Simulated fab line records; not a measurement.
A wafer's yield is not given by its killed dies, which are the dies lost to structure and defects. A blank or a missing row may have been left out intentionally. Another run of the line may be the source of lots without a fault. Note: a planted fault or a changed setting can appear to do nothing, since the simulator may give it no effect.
Matching of chambers / flow n5Finfet / N5_BEOL_M9_PECVD_70 on pecvd-04 has 3 sister chambers
The step deposits SiO2 from TEOS/O2, target thk 20 nm, time 22.7 s. 6 wafers are shown with their chamber, then 9 later ones without.

## EACH WAFER AND ITS CHAMBER
wafer=L080.3; chamber=0; showerheadPlenumPTorr (Torr)=8.90; throttleValvePct (%)=21.7
wafer=L087.4; chamber=2; showerheadPlenumPTorr (Torr)=8.70; throttleValvePct (%)=20.6
wafer=L087.6; chamber=1; showerheadPlenumPTorr (Torr)=8.71; throttleValvePct (%)=21.2
wafer=L086.4; chamber=1; showerheadPlenumPTorr (Torr)=8.68; throttleValvePct (%)=21.0
wafer=L086.5; chamber=0; showerheadPlenumPTorr (Torr)=8.89; throttleValvePct (%)=22.0
wafer=L086.6; chamber=2; showerheadPlenumPTorr (Torr)=8.70; throttleValvePct (%)=20.4

## WAFERS MISSING THEIR CHAMBER
wafer=L088.1; showerheadPlenumPTorr (Torr)=8.69; throttleValvePct (%)=21.6
wafer=L088.2; showerheadPlenumPTorr (Torr)=8.71; throttleValvePct (%)=20.7
wafer=L088.4; showerheadPlenumPTorr (Torr)=8.71; throttleValvePct (%)=20.6
wafer=L092.4; showerheadPlenumPTorr (Torr)=8.68; throttleValvePct (%)=20.8
wafer=L092.5; showerheadPlenumPTorr (Torr)=8.89; throttleValvePct (%)=21.8
wafer=L092.6; showerheadPlenumPTorr (Torr)=8.70; throttleValvePct (%)=21.0
wafer=L094.2; showerheadPlenumPTorr (Torr)=8.71; throttleValvePct (%)=21.0
wafer=L094.5; showerheadPlenumPTorr (Torr)=8.70; throttleValvePct (%)=20.7
wafer=L094.6; showerheadPlenumPTorr (Torr)=8.90; throttleValvePct (%)=21.9

## EACH ONE'S CHAMBER
wafer=L088.1; from the rows above=1; in truth=1
wafer=L088.2; from the rows above=can't be placed: 2 or 1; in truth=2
wafer=L088.4; from the rows above=2; in truth=2
wafer=L092.4; from the rows above=can't be placed: 1 or 2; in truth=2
wafer=L092.5; from the rows above=0; in truth=0
wafer=L092.6; from the rows above=1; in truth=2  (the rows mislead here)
wafer=L094.2; from the rows above=can't be placed: 1 or 2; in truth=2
wafer=L094.5; from the rows above=can't be placed: 2 or 1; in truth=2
wafer=L094.6; from the rows above=0; in truth=0
Correct placement for 4 of the 9. Unplaceable from these rows: 4, with the true chamber sitting among the candidates in 4. Wrongly placed: 1.
How it was worked out, from the rows above alone: a wafer's distance from a chamber is the root of the sum, over the readings, of the square of ((its reading less the chamber's mean) divided by the reading's scatter). If the next closest chamber is less than 2 further off than the closest, the wafer can't be placed; otherwise it belongs to the closest. A chamber's mean is the mean of its shown wafers. How the scatter is found: for the shown wafers, subtract from each reading the mean of its chamber, square and add these, divide the total by (wafers less chambers), then take the root.
